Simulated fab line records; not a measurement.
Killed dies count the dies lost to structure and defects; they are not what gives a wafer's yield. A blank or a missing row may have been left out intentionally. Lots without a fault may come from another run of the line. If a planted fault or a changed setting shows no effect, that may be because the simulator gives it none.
Which tool was responsible?	flow n5Finfet	8 lots, 24 wafers sampled, at 3 steps of a route of 1938

## WHAT EACH GAUGE READ, for each wafer
N5_MOL_CONTACT_COAG_CD_MEAS_08: target cd 28 nm.
lot	measured	on	cdNm (nm)
L440	day 4 16:40	cdSem-03	28.17 27.98 28.46
L445	day 5 23:30	cdSem-01	27.96 28.09 28.16
L452	day 7 19:49	cdSem-02	27.94 27.96 27.72
L453	day 7 21:10	cdSem-02	28.58 28.22 28.01
L454	day 8 03:36	cdSem-03	27.82 27.93 28.01
L457	day 9 01:26	cdSem-03	25.41 25.99 28.23
L458	day 9 07:33	cdSem-02	27.82 25.98 27.80
L463	day 10 14:11	cdSem-03	28.23 28.38 28.21

## WHICH TOOL RAN EACH LOT (tool, then ch and the chambers of the sampled wafers, then the start)
lot	N5_GATE_CUT_CMP_43	N5_MOL_CONTACT_COAG_EXPOSE_05
L440	cmp-02 ch 1,3, day 4 15:32	euvScanner-02 ch 0, day 4 16:32
L445	cmp-03 ch 1,3, day 5 22:22	euvScanner-02 ch 0, day 5 23:22
L452	cmp-02 ch 0,1, day 7 18:53	euvScanner-01 ch 0, day 7 19:41
L453	cmp-02 ch 1,2, day 7 20:14	euvScanner-01 ch 0, day 7 21:02
L454	cmp-03 ch 1,2,3, day 8 02:45	euvScanner-01 ch 0, day 8 03:29
L457	cmp-03 ch 1,2, day 9 00:19	euvScanner-01 ch 0, day 9 01:19
L458	cmp-01 ch 1,2,3, day 9 06:32	euvScanner-01 ch 0, day 9 07:25
L463	cmp-01 ch 0,1,2, day 10 13:15	euvScanner-02 ch 0, day 10 14:04
- N5_GATE_CUT_CMP_43: polishes SiO2.
- N5_MOL_CONTACT_COAG_EXPOSE_05: exposes mask CA, defocus 0 nm.

## THE ANSWER, worked out from the rows above alone
Rule: the lots themselves supply what counts as usual. Put in order of their means at a reading, lots are off if they are a third of the lots or fewer, leave a main group of 4 or more, and stand apart from it by a gap of 3 or more times the standard deviation of the main group's means; of several such gaps the widest counts. Not used: any main group whose means are identical at the precision the tables above print for the reading. Also off: a lot with no number at a reading for which 4 or more lots have one. All remaining lots with rows at the step are treated as sound.
Off at N5_MOL_CONTACT_COAG_CD_MEAS_08 (cdNm): L457, L458. For the main group the mean is 28.10 nm and the standard deviation 0.16.
If a tool, at a process step before that reading, ran all the lots that are off and no sound lot after the first of them, it fits. The gauges at N5_MOL_CONTACT_COAG_CD_MEAS_08 are tried like those tools. One fits: N5_MOL_CONTACT_COAG_EXPOSE_05 on euvScanner-01. Its last sound lot is L454 (day 8 03:29), its first lot that is off L457 (day 9 01:19): a fault that began between those two fits.

## WHAT WAS PUT IN BY THE SIMULATOR
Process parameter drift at N5_MOL_CONTACT_COAG_EXPOSE_05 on euvScanner-01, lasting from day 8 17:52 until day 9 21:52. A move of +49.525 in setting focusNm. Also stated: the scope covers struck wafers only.
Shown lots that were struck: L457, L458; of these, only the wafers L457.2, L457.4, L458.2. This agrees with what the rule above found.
